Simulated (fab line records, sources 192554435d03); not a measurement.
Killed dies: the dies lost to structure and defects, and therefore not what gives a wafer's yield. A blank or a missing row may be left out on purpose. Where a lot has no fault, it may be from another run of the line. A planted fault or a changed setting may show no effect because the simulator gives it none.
Chamber matching :: flow n5 finfet :: rie si-03 running N5_FIN_SAQP_ETCH_64: 4 sister chambers
The step etches SiO2 in CF4, target depth 1.5 nm. 4 wafers are shown with their chamber, then 8 later ones without.

== WAFERS PAIRED WITH THEIR CHAMBERS ==
wafer: L083.6
chamber: 1
throttle valve pct (%): 21.48

wafer: L087.1
chamber: 3
throttle valve pct (%): 21.68

wafer: L087.3
chamber: 0
throttle valve pct (%): 21.86

wafer: L090.1
chamber: 2
throttle valve pct (%): 22.09

== WAFERS WHOSE CHAMBER IS MISSING ==
wafer: L090.3
throttle valve pct (%): 21.69

wafer: L090.4
throttle valve pct (%): 21.50

wafer: L092.1
throttle valve pct (%): 22.07

wafer: L092.4
throttle valve pct (%): 21.69

wafer: L092.6
throttle valve pct (%): 21.50

wafer: L094.1
throttle valve pct (%): 21.84

wafer: L094.5
throttle valve pct (%): 22.07

wafer: L094.6
throttle valve pct (%): 21.51

== WHICH CHAMBER EACH ONE RAN IN ==
wafer: L090.3
from the rows above: 3
in truth: 3

wafer: L090.4
from the rows above: 1
in truth: 1

wafer: L092.1
from the rows above: 2
in truth: 2

wafer: L092.4
from the rows above: 3
in truth: 3

wafer: L092.6
from the rows above: 1
in truth: 1

wafer: L094.1
from the rows above: 0
in truth: 0

wafer: L094.5
from the rows above: 2
in truth: 2

wafer: L094.6
from the rows above: 1
in truth: 1
Placed correctly: 8 of 8. From these rows, 0 cannot be placed. Placed wrongly: 0.
How it was worked out, from the rows above alone: a wafer's distance from a chamber is the root of the sum, over the readings, of the square of ((its reading less the chamber's mean) divided by the reading's scatter). If the next closest chamber is less than 2 further off than the closest, the wafer can't be placed; otherwise it belongs to the closest. Each chamber's mean is taken over the wafers shown for it. The scatter: root of mean squared gap, hidden wafer to nearest shown wafer, with one shown wafer a chamber.
